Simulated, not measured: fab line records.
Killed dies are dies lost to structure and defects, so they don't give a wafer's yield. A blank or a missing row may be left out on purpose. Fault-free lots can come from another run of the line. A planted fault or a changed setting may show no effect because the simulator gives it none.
fab line records | flow n5Finfet
record lots=7 | wafers=21
route steps=1938 shown BEOL_M8@1377 BEOL_M10@1473 BEOL_M11@1573 BEOL_M12@1636 BEOL_M13@1662
startH: hours from the record's first day to the start of the lot's first wafer shown | waitH: hours elapsed since this lot's preceding step | " unchanged from the row above | L1.1+2: one row covering several wafers at once | - either no value or no given start | * or withheld: withheld | < > ~ a bound
route shown NAME@n: NAME is a module with steps in the file, n the number in the route of the first one | usual: the fault-free wafers' mean and standard deviation | same: alike in all rows | chamber/n: place in a boat | sites: per-site readings | _std_site: how widely they spread, as a standard deviation | _edge_site: inner sites' mean taken away from outer sites' mean | radiusMm: for every site, how far away it sits from the centre of the wafer | mask NAME#n: copy n | behind: the tool/chamber that last shaped the wafer | hold: cause of the lot's hold/its duration in hours/its outcome | device: the transistor (n, p or np) that didn't switch | end of line: the tests these same wafers got at the end of their route | where a step has no rows: the recipe by itself | killed: not the wafer's yield, but the dies lost to structure and defects at the first sort | map: a wafer's dies, x killed, . not, _ none there
set.NAME: the setting as run; set.NAME@STEP: as run at that earlier step | model.NAME: the simulator's own value behind a step, which no gauge read
lots with deliberately changed settings; one table per step, one row per wafer
## steps
# step N5_BEOL_M8_TRENCH_ETCH_37
# recipe chemistry=C4F6/O2 | targetDepthA=934.78 | target=SiCOH_lowk | timeS=31.2 | ionEnergyEv=250 | pressureMtorr=30 | sourceW=345 | biasW=185 | Ar_flow_sccm=300 | C4F6_flow_sccm=10 | O2_flow_sccm=10
# usual rfVppV=668/5
lot.wafer | tool       | chamber | startH | waitH | set.biasW | rfVppV
L075.2    | rieDiel-05 | 2       | -      | -     | 185       | 675
L075.3    | "          | 3       | "      | "     | 185       | 668
L075.6    | "          | 0       | "      | "     | 185       | 660
L077.1    | rieDiel-03 | 2       | -      | -     | 185       | 658
L077.2    | "          | 0       | "      | "     | 185       | 666
L077.3    | "          | 3       | "      | "     | 185       | 666
L076.1    | rieDiel-03 | 3       | -      | -     | 205.7     | 725
L076.2    | "          | 0       | "      | "     | 185       | 667
L076.3    | "          | 2       | "      | "     | 185       | 658
L083.3    | rieDiel-06 | 1       | -      | -     | 174.2     | 638
L083.4    | "          | 0       | "      | "     | 185       | 665
L083.5    | "          | 3       | "      | "     | 174.2     | 640
L085.2    | rieDiel-03 | 2       | -      | -     | 170.8     | 616
L085.4    | "          | 2       | "      | "     | 185       | 659
L085.6    | "          | 1       | "      | "     | 170.8     | 632
L092.1    | rieDiel-06 | 3       | -      | -     | 185       | 671
L092.3    | "          | 1       | "      | "     | 185       | 668
L092.6    | "          | 3       | "      | "     | 185       | 671
L096.3    | rieDiel-06 | 3       | -      | -     | 185       | 671
L096.4    | "          | 1       | "      | "     | 185       | 668
L096.5    | "          | 0       | "      | "     | 185       | 675
# step N5_BEOL_M10_PECVD_70
# recipe material=SiO2 | targetThkA=200 | tempC=400 | precursor=TEOS/O2 | pressureTorr=5.5 | rfW=450 | teosFlowSccm=53.8 | gas=O2 | flowSccm=3000 | timeS=22.7
lot.wafer | tool     | chamber | startH | waitH | set.tempC | model.SiO2_of_BEOL_M10_PECVD_70.thkNm
L075.2    | pecvd-01 | 2       | 245.21 | 0.0   | 400       | 20.4
L075.3    | "        | 1       | "      | "     | 400       | 20
L075.6    | "        | 1       | "      | "     | 400       | 20.2
L077.1    | pecvd-01 | 1       | 270.30 | 0.0   | 400       | 19.8
L077.2    | "        | 2       | "      | "     | 410.4     | 18.6
L077.3    | "        | 0       | "      | "     | 400       | 19.6
L076.1    | pecvd-01 | 2       | 271.46 | 0.0   | 400       | 19.8
L076.2    | "        | 1       | "      | "     | 400       | 19.4
L076.3    | "        | 0       | "      | "     | 400       | 19.6
L083.3    | pecvd-04 | 2       | 310.83 | 0.0   | 400       | 20
L083.4    | "        | 1       | "      | "     | 400       | 20.2
L083.5    | "        | 0       | "      | "     | 412.4     | 18.2
L085.2    | pecvd-03 | 2       | 331.58 | 0.0   | 387.7     | 21.4
L085.4    | "        | 1       | "      | "     | 400       | 20
L085.6    | "        | 2       | "      | "     | 387.7     | 22
L092.1    | pecvd-04 | 0       | 396.70 | 0.0   | 400       | 20
L092.3+6  | "        | 2,1     | "      | "     | 400       | 19.8
L096.3    | pecvd-01 | 2       | 417.23 | 0.0   | 411.3     | 18.4
L096.4    | "        | 1       | "      | "     | 411.3     | 18.8
L096.5    | "        | 2       | "      | "     | 411.3     | 18.6
# step N5_BEOL_M10_TRENCH_ETCH_37
# recipe chemistry=C4F6/O2 | targetDepthA=1488.3 | target=SiCOH_lowk | timeS=48 | ionEnergyEv=250 | pressureMtorr=30 | sourceW=345 | biasW=185 | Ar_flow_sccm=300 | C4F6_flow_sccm=10 | O2_flow_sccm=10
# usual rfVppV=668/5.3
lot.wafer | tool       | chamber | startH | waitH | set.biasW | rfVppV
L075.2    | rieDiel-03 | 0       | -      | -     | 185       | 665
L075.3    | "          | 3       | "      | "     | 185       | 668
L075.6    | "          | 1       | "      | "     | 185       | 674
L077.1    | rieDiel-05 | 1       | -      | -     | 185       | 670
L077.2    | "          | 0       | "      | "     | 185       | 659
L077.3    | "          | 2       | "      | "     | 185       | 674
L076.1    | rieDiel-03 | 3       | -      | -     | 185       | 666
L076.2    | "          | 2       | "      | "     | 195.9     | 689
L076.3    | "          | 1       | "      | "     | 185       | 673
L083.3    | rieDiel-03 | 1       | -      | -     | 185       | 672
L083.4    | "          | 3       | "      | "     | 185       | 666
L083.5    | "          | 0       | "      | "     | 185       | 666
L085.2    | rieDiel-05 | 2       | -      | -     | 210       | 744
L085.4    | "          | 3       | "      | "     | 185       | 666
L085.6    | "          | 2       | "      | "     | 210       | 745
L092.1    | rieDiel-03 | 0       | -      | -     | 185       | 666
L092.3    | "          | 1       | "      | "     | 197.2     | 707
L092.6    | "          | 1       | "      | "     | 185       | 672
L096.3    | rieDiel-05 | 1       | -      | -     | 197.9     | 708
L096.4    | "          | 0       | "      | "     | 185       | 660
L096.5    | "          | 0       | "      | "     | 197.9     | 695
# step N5_BEOL_M10_ETCH_41
# recipe chemistry=CH3F/O2 | target=SiCN | targetDepthA=426 | taperDeg=2 | timeS=86 | ionEnergyEv=120 | maskMaterial=TiN | pressureMtorr=30 | sourceW=395 | biasW=75 | Ar_flow_sccm=150 | CH3F_flow_sccm=30 | O2_flow_sccm=20
# usual rfVppV=297.0/1.7
lot.wafer | tool       | chamber | startH | waitH | set.sourceW | rfVppV | model.etch.depthNm
L075.2    | rieDiel-03 | 0       | -      | -     | 395         | 297.3  | 32.17
L075.3    | "          | 3       | "      | "     | 395         | 297.4  | 32.64
L075.6    | "          | 1       | "      | "     | 395         | 297.3  | 32.55
L077.1    | rieDiel-05 | 1       | -      | -     | 395         | 299.5  | 33.32
L077.2    | "          | 0       | "      | "     | 395         | 299.1  | 32.25
L077.3    | "          | 2       | "      | "     | 377.1       | 299.3  | 31.24
L076.1    | rieDiel-03 | 3       | -      | -     | 395         | 298.1  | 32.28
L076.2    | "          | 2       | "      | "     | 395         | 293.7  | 32.42
L076.3    | "          | 1       | "      | "     | 324.2       | 318.0  | 30.11
L083.3    | rieDiel-03 | 2       | -      | -     | 353.2       | 304.3  | 30.89
L083.4    | "          | 3       | "      | "     | 395         | 297.2  | 32.26
L083.5    | "          | 1       | "      | "     | 395         | 298.6  | 32.27
L085.2    | rieDiel-05 | 2       | -      | -     | 459.6       | 281.7  | 33.28
L085.4    | "          | 3       | "      | "     | 459.6       | 282.4  | 34.5
L085.6    | "          | 2       | "      | "     | 395         | 297.0  | 31.51
L092.1    | rieDiel-03 | 0       | -      | -     | 395         | 296.9  | 31.99
L092.3    | "          | 1       | "      | "     | 339.7       | 312.4  | 30.67
L092.6    | "          | 1       | "      | "     | 339.7       | 314.1  | 30.69
L096.3    | rieDiel-05 | 1       | -      | -     | 419.4       | 293.0  | 34.06
L096.4    | "          | 0       | "      | "     | 395         | 297.7  | 32.1
L096.5    | "          | 0       | "      | "     | 419.4       | 292.2  | 32.74
# step N5_BEOL_M10_STRIP_77
# recipe chemistry=N2/H2 | timeS=10 | powerW=450 | tempC=40 | pressureMtorr=20 | rfFrequencyHz=6e+07 | biasPowerW=7 | n2FlowSccm=200 | h2FlowSccm=200
# step N5_BEOL_M10_HM_STRIP_39
# recipe chemistry=peroxideTinStrip | material=TiN | targetDepthA=250 | tempC=50 | timeS=158
lot.wafer | tool        | chamber | startH | waitH | set.tempC@BEOL_M10_PECVD_70 | model.SiO2_of_BEOL_M10_PECVD_70.thkNm
L075.2    | wetBench-05 | 6       | 258.35 | 0.0   | 400                         | 20.2
L075.3    | "           | 4       | "      | "     | 400                         | 19.8
L075.6    | "           | 3       | "      | "     | 400                         | 20
L077.1    | wetBench-05 | 2       | 275.52 | 0.0   | 400                         | 19.6
L077.2    | "           | 5       | "      | "     | 410.4                       | 18.4
L077.3    | "           | 6       | "      | "     | 400                         | 19.4
L076.1    | wetBench-01 | 0       | 277.70 | 0.0   | 400                         | 19.6
L076.2    | "           | 6       | "      | "     | 400                         | 19.2
L076.3    | "           | 4       | "      | "     | 400                         | 19.4
L083.3    | wetBench-01 | 1       | 314.91 | 0.0   | 400                         | 19.8
L083.4    | "           | 2       | "      | "     | 400                         | 20
L083.5    | "           | 5       | "      | "     | 412.4                       | 18
L085.2    | wetBench-05 | 2       | 336.50 | 0.0   | 387.7                       | 21.4
L085.4    | "           | 7       | "      | "     | 400                         | 19.8
L085.6    | "           | 6       | "      | "     | 387.7                       | 22
L092.1    | wetBench-06 | 0       | 403.20 | 0.0   | 400                         | 19.8
L092.3+6  | "           | 2,3     | "      | "     | 400                         | 19.6
L096.3    | wetBench-05 | 3       | 420.52 | 0.0   | 411.3                       | 18.2
L096.4+5  | "           | 1,4     | "      | "     | 411.3                       | 18.6
# step N5_BEOL_M11_ETCH_66
# recipe chemistry=N2/H2 | target=SOC | targetDepthA=1200 | overetchA=240 | maskMaterial=SiARC | tempC=40 | timeS=180 | ionEnergyEv=200 | pressureMtorr=30 | sourceW=840 | biasW=150 | n2FlowSccm=200 | h2FlowSccm=200
lot.wafer | tool       | chamber | startH | waitH | set.timeS | model.SiARC_of_BEOL_M11_COAT_64.thkNm
L075.2    | rieDiel-02 | 3       | 263.41 | 0.0   | 180       | 22.6
L075.3+6  | "          | 1,0     | "      | "     | 180       | 22.8
L077.1+2  | rieDiel-01 | 2,0     | 284.39 | 0.0   | 205       | 21.6
L077.3    | "          | 1       | "      | "     | 205       | 21.4
L076.1    | rieDiel-02 | 0       | 286.96 | 0.0   | 143.9     | 24.4
L076.2    | "          | 2       | "      | "     | 180       | 22.6
L076.3    | "          | 1       | "      | "     | 180       | 22.8
L083.3+4  | rieDiel-02 | 1,3     | 322.02 | 0.0   | 180       | 22.8
L083.5    | "          | 2       | "      | "     | 180       | 22.6
L085.2    | rieDiel-02 | 0       | 343.17 | 0.0   | 180       | 22.8
L085.4    | "          | 2       | "      | "     | 180       | 22.6
L085.6    | "          | 3       | "      | "     | 193.5     | 22.2
L092.1+3  | rieDiel-04 | 3,0     | 411.69 | 0.0   | 201.1     | 21.8
L092.6    | "          | 0       | "      | "     | 180       | 22.8
L096.3    | rieDiel-04 | 0       | 431.52 | 0.0   | 180       | 22.8
L096.4+5  | "          | 1       | "      | "     | 180       | 22.6
# step N5_BEOL_M11_TRENCH_ETCH_37
# recipe chemistry=C4F6/O2 | targetDepthA=1488.3 | target=SiCOH_lowk | timeS=48 | ionEnergyEv=250 | pressureMtorr=30 | sourceW=345 | biasW=185 | Ar_flow_sccm=300 | C4F6_flow_sccm=10 | O2_flow_sccm=10
# usual rfVppV=668/6.2
lot.wafer | tool       | chamber | startH | waitH | set.biasW | rfVppV | model.etch.depthNm | model.BEOL_M11.featureDepthNm
L075.2    | rieDiel-02 | 3       | -      | -     | 185       | 669    | 148                | 148
L075.3    | "          | 1       | "      | "     | 185       | 663    | 147.3              | 147.4
L075.6    | "          | 0       | "      | "     | 185       | 673    | 146.2              | 146.2
L077.1    | rieDiel-01 | 2       | -      | -     | 185       | 658    | 147.5              | 147.6
L077.2    | "          | 0       | "      | "     | 185       | 671    | 149                | 149
L077.3    | "          | 1       | "      | "     | 185       | 672    | 150.2              | 150.2
L076.1    | rieDiel-02 | 0       | -      | -     | 185       | 672    | 145                | 145
L076.2    | "          | 2       | "      | "     | 175.5     | 638    | 145.7              | 145.6
L076.3    | "          | 1       | "      | "     | 185       | 661    | 147.5              | 147.4
L083.3    | rieDiel-02 | 1       | -      | -     | 155.6     | 575    | 140.2              | 140.2
L083.4    | "          | 3       | "      | "     | 155.6     | 581    | 140.1              | 140.2
L083.5    | "          | 2       | "      | "     | 185       | 665    | 149.5              | 149.4
L085.2    | rieDiel-02 | 0       | -      | -     | 170.8     | 631    | 141.7              | 141.8
L085.4    | "          | 2       | "      | "     | 185       | 665    | 146.3              | 146.4
L085.6    | "          | 3       | "      | "     | 185       | 669    | 147.1              | 147.2
L092.1    | rieDiel-04 | 3       | -      | -     | 185       | 659    | 148.2              | 148.2
L092.3    | "          | 0       | "      | "     | 185       | 680    | 148.6              | 148.6
L092.6    | "          | 0       | "      | "     | 185       | 679    | 147.4              | 147.4
L096.3    | rieDiel-04 | 0       | -      | -     | 203.1     | 730    | 152.3              | 152.4
L096.4    | "          | 1       | "      | "     | 185       | 670    | 147.9              | 148
L096.5    | "          | 1       | "      | "     | 203.1     | 721    | 153.8              | 153.8
# step N5_BEOL_M11_ETCH_41
# recipe chemistry=CH3F/O2 | target=SiCN | targetDepthA=426 | taperDeg=2 | timeS=86 | ionEnergyEv=120 | maskMaterial=TiN | pressureMtorr=30 | sourceW=395 | biasW=75 | Ar_flow_sccm=150 | CH3F_flow_sccm=30 | O2_flow_sccm=20
# step N5_BEOL_M11_STRIP_77
# recipe chemistry=N2/H2 | timeS=10 | powerW=450 | tempC=40 | pressureMtorr=20 | rfFrequencyHz=6e+07 | biasPowerW=7 | n2FlowSccm=200 | h2FlowSccm=200
# step N5_BEOL_M11_OCD_MEAS_38
# usual trenchDepthNm=147.8/1.6
lot.wafer | tool   | chamber | startH | waitH | set.biasW@BEOL_M11_TRENCH_ETCH_37 | trenchDepthNm
L075.2    | ocd-02 | -       | 263.82 | -     | 185                               | 148.0
L075.3    | "      | -       | "      | "     | 185                               | 146.8
L075.6    | "      | -       | "      | "     | 185                               | 145.8
L077.1    | ocd-01 | -       | 284.80 | -     | 185                               | 147.7
L077.2    | "      | -       | "      | "     | 185                               | 148.9
L077.3    | "      | -       | "      | "     | 185                               | 150.4
L076.1    | ocd-02 | -       | 287.37 | -     | 185                               | 144.9
L076.2    | "      | -       | "      | "     | 175.5                             | 145.8
L076.3    | "      | -       | "      | "     | 185                               | 146.7
L083.3    | ocd-01 | -       | 322.43 | -     | 155.6                             | 140.1
L083.4    | "      | -       | "      | "     | 155.6                             | 140.1
L083.5    | "      | -       | "      | "     | 185                               | 149.6
L085.2    | ocd-02 | -       | 343.58 | -     | 170.8                             | 141.4
L085.4    | "      | -       | "      | "     | 185                               | 145.8
L085.6    | "      | -       | "      | "     | 185                               | 147.0
L092.1    | ocd-02 | -       | 412.10 | -     | 185                               | 148.3
L092.3    | "      | -       | "      | "     | 185                               | 149.0
L092.6    | "      | -       | "      | "     | 185                               | 147.5
L096.3    | ocd-01 | -       | 431.93 | -     | 203.1                             | 152.6
L096.4    | "      | -       | "      | "     | 185                               | 147.8
L096.5    | "      | -       | "      | "     | 203.1                             | 153.9
# step N5_BEOL_M11_HM_STRIP_39
# recipe chemistry=peroxideTinStrip | material=TiN | targetDepthA=250 | tempC=50 | timeS=158
# step N5_BEOL_M11_SRD_40
# recipe timeS=30 | tempC=23 | rinseLiquid=diw | dry=ipaMarangoni
# step N5_BEOL_M11_ECD_50
# recipe material=Cu | targetThkA=3180
# step N5_BEOL_M11_ANNEAL_51
# recipe tempC=225 | timeS=90 | ambient=N2
# step N5_BEOL_M11_CMP_52
# recipe stopOn=SiCOH_lowk | tOverpolishS=7 | downForcePsi=1 | platenRpm=50 | clearingPlatenDownForcePsi=1.5 | clearingPlatenRpm=50 | postCmpClean=cuAlkaline | targetThkNm=140 | clearingPlatenPadVelocityMS=0.99484 | padVelocityMS=0.99484
lot.wafer | tool   | chamber | startH | waitH | set.biasW@BEOL_M11_TRENCH_ETCH_37 | model.Cu_of_BEOL_M11_ECD_50.thkNm
L075.3    | cmp-03 | 2       | 267.05 | 0.2   | 185                               | 138.2
L075.2    | "      | 3       | "      | "     | 185                               | 138.8
L075.6    | "      | 2       | "      | "     | 185                               | 136.8
L077.1    | cmp-01 | 3       | 287.88 | 0.3   | 185                               | 138.8
L077.2    | "      | 0       | "      | "     | 185                               | 139.8
L077.3    | "      | 1       | "      | "     | 185                               | 140.2
L076.2    | cmp-02 | 0       | 291.39 | 0.3   | 175.5                             | 136.8
L076.3    | "      | 1       | "      | "     | 185                               | 138.4
L076.1    | "      | 3       | "      | "     | 185                               | 137
L083.4    | cmp-03 | 3       | 324.80 | 0.1   | 155.6                             | 131.8
L083.3    | "      | 2       | "      | "     | 155.6                             | 132
L083.5    | "      | 0       | "      | "     | 185                               | 139.8
L085.2    | cmp-03 | 0       | 348.17 | 1.3   | 170.8                             | 133
L085.4    | "      | 1       | "      | "     | 185                               | 137.6
L085.6    | "      | 2       | "      | "     | 185                               | 138.2
L092.3    | cmp-02 | 3       | 414.96 | 0.2   | 185                               | 139.2
L092.1    | "      | 0       | "      | "     | 185                               | 140.6
L092.6    | "      | 3       | "      | "     | 185                               | 138.8
L096.3    | cmp-03 | 2       | 436.90 | 0.2   | 203.1                             | 142.4
L096.4    | "      | 3       | "      | "     | 185                               | 138.4
L096.5    | "      | 1       | "      | "     | 203.1                             | 143.4
# step N5_BEOL_M11_THK_MEAS_53
# recipe thkMeasGauge=xrf | reads=Cu_of_BEOL_M11_ECD_50
# usual M11_THK=139.4/2.1
lot.wafer | tool         | chamber | startH | waitH | set.biasW@BEOL_M11_TRENCH_ETCH_37 | M11_THK[nm]
L075.2    | filmMetro-01 | -       | 267.30 | -     | 185                               | 141.6
L075.3    | "            | -       | "      | "     | 185                               | 140.5
L075.6    | "            | -       | "      | "     | 185                               | 138.6
L077.1    | filmMetro-01 | -       | 288.13 | -     | 185                               | 139.9
L077.2    | "            | -       | "      | "     | 185                               | 140.4
L077.3    | "            | -       | "      | "     | 185                               | 141.4
L076.1    | filmMetro-02 | -       | 291.68 | -     | 185                               | 137.9
L076.2    | "            | -       | "      | "     | 175.5                             | 138.1
L076.3    | "            | -       | "      | "     | 185                               | 139.6
L083.3    | filmMetro-02 | -       | 325.10 | -     | 155.6                             | 133.4
L083.4    | "            | -       | "      | "     | 155.6                             | 132.0
L083.5    | "            | -       | "      | "     | 185                               | 140.8
L085.2    | filmMetro-02 | -       | 348.39 | -     | 170.8                             | 135.1
L085.4    | "            | -       | "      | "     | 185                               | 138.9
L085.6    | "            | -       | "      | "     | 185                               | 139.9
L092.1    | filmMetro-02 | -       | 415.22 | -     | 185                               | 140.7
L092.3    | "            | -       | "      | "     | 185                               | 139.1
L092.6    | "            | -       | "      | "     | 185                               | 138.6
L096.3    | filmMetro-01 | -       | 437.12 | -     | 203.1                             | 141.3
L096.4    | "            | -       | "      | "     | 185                               | 137.5
L096.5    | "            | -       | "      | "     | 203.1                             | 141.5
# step N5_BEOL_M11_PRE_CLEAN_55
# recipe gas=NH3 | timeS=15 | tempC=withheld | rfPowerW=300
# step N5_BEOL_M11_DEP_56
# recipe material=SiCN | targetThkA=300 | tempC=withheld | precursor=3MS/NH3 | pressureTorr=3 | rfW=675 | timeS=10.5
# step N5_BEOL_M11_RS_MEAS_57
# recipe thkMeasGauge=four-point-probe | reads=Cu_of_BEOL_M11_ECD_50+Co_of_BEOL_M11_CVD_75+TaN_of_BEOL_M11_ALD_74
# usual M11_RS=0.1522/0.0021
lot.wafer | tool         | chamber | startH | waitH | set.biasW@BEOL_M11_TRENCH_ETCH_37 | M11_RS[ohm/sq]
L075.2    | filmMetro-02 | -       | 267.43 | 0.0   | 185                               | 0.1522
L075.3    | "            | -       | "      | "     | 185                               | 0.1529
L075.6    | "            | -       | "      | "     | 185                               | 0.1543
L077.1    | filmMetro-02 | -       | 288.26 | 0.0   | 185                               | 0.1520
L077.2    | "            | -       | "      | "     | 185                               | 0.1508
L077.3    | "            | -       | "      | "     | 185                               | 0.1503
L076.1    | filmMetro-02 | -       | 291.81 | 0.0   | 185                               | 0.1542
L076.2    | "            | -       | "      | "     | 175.5                             | 0.1545
L076.3    | "            | -       | "      | "     | 185                               | 0.1523
L083.3    | filmMetro-02 | -       | 325.22 | 0.0   | 155.6                             | 0.1611
L083.4    | "            | -       | "      | "     | 155.6                             | 0.1608
L083.5    | "            | -       | "      | "     | 185                               | 0.1506
L085.2    | filmMetro-01 | -       | 348.55 | 0.1   | 170.8                             | 0.1595
L085.4    | "            | -       | "      | "     | 185                               | 0.1538
L085.6    | "            | -       | "      | "     | 185                               | 0.1533
L092.1    | filmMetro-02 | -       | 415.34 | 0.0   | 185                               | 0.1498
L092.3    | "            | -       | "      | "     | 185                               | 0.1515
L092.6    | "            | -       | "      | "     | 185                               | 0.1521
L096.3    | filmMetro-02 | -       | 437.28 | 0.0   | 203.1                             | 0.1477
L096.4    | "            | -       | "      | "     | 185                               | 0.1526
L096.5    | "            | -       | "      | "     | 203.1                             | 0.1467
# step N5_BEOL_M12_ETCH_67
# recipe chemistry=CF4 | target=SiARC | targetDepthA=1430 | timeS=238.3 | ionEnergyEv=80 | pressureMtorr=40 | sourceW=545 | biasW=36 | Ar_flow_sccm=100 | cf4FlowSccm=100 | ends=cleared
# usual etchRfOnTimeS=239/4.2 | rfVppV=184.0/1.2
lot.wafer | tool       | chamber | startH | waitH | set.sourceW | etchRfOnTimeS | rfVppV
L075.2    | rieDiel-03 | 0       | 269.21 | 0.0   | 545         | 244           | 182.5
L075.3    | "          | 1       | "      | "     | 545         | 238           | 184.3
L075.6    | "          | 2       | "      | "     | 545         | 242           | 182.5
L077.1    | rieDiel-05 | 2       | 289.88 | 0.0   | 545         | 247           | 184.5
L077.2    | "          | 0       | "      | "     | 545         | 238           | 185.3
L077.3    | "          | 3       | "      | "     | 545         | 239           | 185.1
L076.1    | rieDiel-03 | 0       | 293.68 | 0.0   | 545         | 243           | 184.5
L076.2    | "          | 2       | "      | "     | 545         | 239           | 182.5
L076.3    | "          | 3       | "      | "     | 545         | 240           | 184.3
L083.3    | rieDiel-06 | 1       | 327.13 | 0.0   | 599.5       | 220           | 178.7
L083.4    | "          | 0       | "      | "     | 545         | 245           | 183.2
L083.5    | "          | 3       | "      | "     | 599.5       | 218           | 177.9
L085.2    | rieDiel-05 | 0       | 350.20 | 0.0   | 545         | 239           | 185.3
L085.4    | "          | 3       | "      | "     | 545         | 236           | 184.8
L085.6    | "          | 1       | "      | "     | 545         | 228           | 184.3
L092.1    | rieDiel-06 | 3       | 417.43 | 0.0   | 545         | 242           | 183.9
L092.3    | "          | 1       | "      | "     | 643.1       | 206           | 174.7
L092.6    | "          | 3       | "      | "     | 545         | 242           | 183.6
L096.3    | rieDiel-03 | 2       | 439.19 | 0.0   | 545         | 243           | 180.0
L096.4    | "          | 3       | "      | "     | 545         | 241           | 185.4
L096.5    | "          | 0       | "      | "     | 545         | 244           | 183.0
# step N5_BEOL_M12_ETCH_68
# recipe chemistry=N2/H2 | target=SOC | maskMaterial=SiARC | sourceW=3000 | biasW=350 | tempC=40 | timeS=285 | ionEnergyEv=200 | pressureMtorr=30 | n2FlowSccm=200 | h2FlowSccm=200
lot.wafer | tool       | chamber | startH | waitH | set.timeS | model.SiARC_of_BEOL_M12_COAT_66.thkNm
L075.2    | rieDiel-03 | 0       | 269.35 | 0.1   | 285       | 85.8
L075.3    | "          | 1       | "      | "     | 285       | 85.2
L075.6    | "          | 2       | "      | "     | 285       | 85.4
L077.1    | rieDiel-05 | 2       | 290.02 | 0.1   | 285       | 86.2
L077.2    | "          | 0       | "      | "     | 285       | 85.8
L077.3    | "          | 3       | "      | "     | 285       | 85.4
L076.1    | rieDiel-03 | 0       | 293.82 | 0.1   | 285       | 85.8
L076.2    | "          | 2       | "      | "     | 285       | 86
L076.3    | "          | 3       | "      | "     | 285       | 85.2
L083.3    | rieDiel-06 | 1       | 327.28 | 0.1   | 326.3     | 81.8
L083.4    | "          | 0       | "      | "     | 326.3     | 82.6
L083.5    | "          | 3       | "      | "     | 285       | 85.6
L085.2+4  | rieDiel-05 | 0,3     | 350.35 | 0.1   | 241.1     | 89.6
L085.6    | "          | 1       | "      | "     | 285       | 84.6
L092.1+6  | rieDiel-06 | 3       | 417.57 | 0.1   | 251       | 89.8
L092.3    | "          | 1       | "      | "     | 251       | 89.4
L096.3    | rieDiel-03 | 2       | 439.34 | 0.1   | 285       | 85.8
L096.4    | "          | 3       | "      | "     | 313.3     | 83.2
L096.5    | "          | 0       | "      | "     | 313.3     | 83.6
# step N5_BEOL_M13_COAT_04
# recipe spinRpm=1625 | resistThkNm=400
lot.wafer | tool          | chamber | startH | waitH | set.spinRpm | model.coat_of_BEOL_M13_COAT_04.thkNm
L075.2    | lithoTrack-04 | 0       | -      | -     | 1625        | 398.2
L075.3    | "             | 0       | "      | "     | 1625        | 398.8
L075.6    | "             | 0       | "      | "     | 1625        | 398.6
L077.1    | lithoTrack-04 | 0       | -      | -     | 1737        | 385.6
L077.2    | "             | 0       | "      | "     | 1737        | 385.4
L077.3    | "             | 0       | "      | "     | 1625        | 398.8
L076.1    | lithoTrack-04 | 0       | -      | -     | 1625        | 398.4
L076.2+3  | "             | 0       | "      | "     | 1625        | 398.2
L083.3    | lithoTrack-01 | 0       | -      | -     | 1625        | 400.2
L083.4    | "             | 0       | "      | "     | 1764        | 384.8
L083.5    | "             | 0       | "      | "     | 1625        | 400.8
L085.2    | lithoTrack-01 | 0       | -      | -     | 1444        | 424.4
L085.4    | "             | 0       | "      | "     | 1625        | 399.4
L085.6    | "             | 0       | "      | "     | 1625        | 399
L092.1    | lithoTrack-04 | 0       | -      | -     | 1499        | 416.6
L092.3    | "             | 0       | "      | "     | 1625        | 401
L092.6    | "             | 0       | "      | "     | 1625        | 399.8
L096.3+4  | lithoTrack-05 | 0       | -      | -     | 1625        | 402.2
L096.5    | "             | 0       | "      | "     | 1625        | 401
## key
split step=N5_BEOL_M8_TRENCH_ETCH_37 | setting=biasW | stated=185 | by=wafer
response step=N5_BEOL_M8_TRENCH_ETCH_37 | reading=rfVppV | change=+5.11 | per=1% | r=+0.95
split step=N5_BEOL_M10_PECVD_70 | setting=tempC | stated=400 | by=wafer
response step=N5_BEOL_M10_PECVD_70 | reading=model.SiO2_of_BEOL_M10_PECVD_70.thkNm | change=-0.541 | per=1% | r=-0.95
response step=N5_BEOL_M10_HM_STRIP_39 | reading=model.SiO2_of_BEOL_M10_PECVD_70.thkNm | change=-0.565 | per=1% | r=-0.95
split step=N5_BEOL_M10_TRENCH_ETCH_37 | setting=biasW | stated=185 | by=wafer
response step=N5_BEOL_M10_TRENCH_ETCH_37 | reading=rfVppV | change=+5.54 | per=1% | r=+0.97
split step=N5_BEOL_M10_ETCH_41 | setting=sourceW | stated=395 | by=wafer
response step=N5_BEOL_M10_ETCH_41 | reading=rfVppV | change=-1.01 | per=1% | r=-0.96
response step=N5_BEOL_M10_ETCH_41 | reading=model.etch.depthNm | change=+0.133 | per=1% | r=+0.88
split step=N5_BEOL_M11_ETCH_66 | setting=timeS | stated=180 | by=wafer
response step=N5_BEOL_M11_ETCH_66 | reading=model.SiARC_of_BEOL_M11_COAT_64.thkNm | change=-0.0832 | per=1% | r=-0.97
split step=N5_BEOL_M11_TRENCH_ETCH_37 | setting=biasW | stated=185 | by=wafer
response step=N5_BEOL_M11_TRENCH_ETCH_37 | reading=rfVppV | change=+5.41 | per=1% | r=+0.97
response step=N5_BEOL_M11_TRENCH_ETCH_37 | reading=model.etch.depthNm | change=+0.552 | per=1% | r=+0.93
response step=N5_BEOL_M11_TRENCH_ETCH_37 | reading=model.BEOL_M11.featureDepthNm | change=+0.548 | per=1% | r=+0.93
response step=N5_BEOL_M11_OCD_MEAS_38 | reading=trenchDepthNm | change=+0.56 | per=1% | r=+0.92
response step=N5_BEOL_M11_CMP_52 | reading=model.Cu_of_BEOL_M11_ECD_50.thkNm | change=+0.489 | per=1% | r=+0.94
response step=N5_BEOL_M11_THK_MEAS_53 | reading=M11_THK | change=+0.468 | per=1% | r=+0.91
response step=N5_BEOL_M11_RS_MEAS_57 | reading=M11_RS | change=-0.000621 | per=1% | r=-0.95
split step=N5_BEOL_M12_ETCH_67 | setting=sourceW | stated=545 | by=wafer
response step=N5_BEOL_M12_ETCH_67 | reading=etchRfOnTimeS | change=* | per=1% | r=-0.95
response step=N5_BEOL_M12_ETCH_67 | reading=rfVppV | change=-0.501 | per=1% | r=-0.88
split step=N5_BEOL_M12_ETCH_68 | setting=timeS | stated=285 | by=wafer
response step=N5_BEOL_M12_ETCH_68 | reading=model.SiARC_of_BEOL_M12_COAT_66.thkNm | change=-0.275 | per=1% | r=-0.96
split step=N5_BEOL_M13_COAT_04 | setting=spinRpm | stated=1625 | by=wafer
response step=N5_BEOL_M13_COAT_04 | reading=model.coat_of_BEOL_M13_COAT_04.thkNm | change=-2.07 | per=1% | r=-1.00
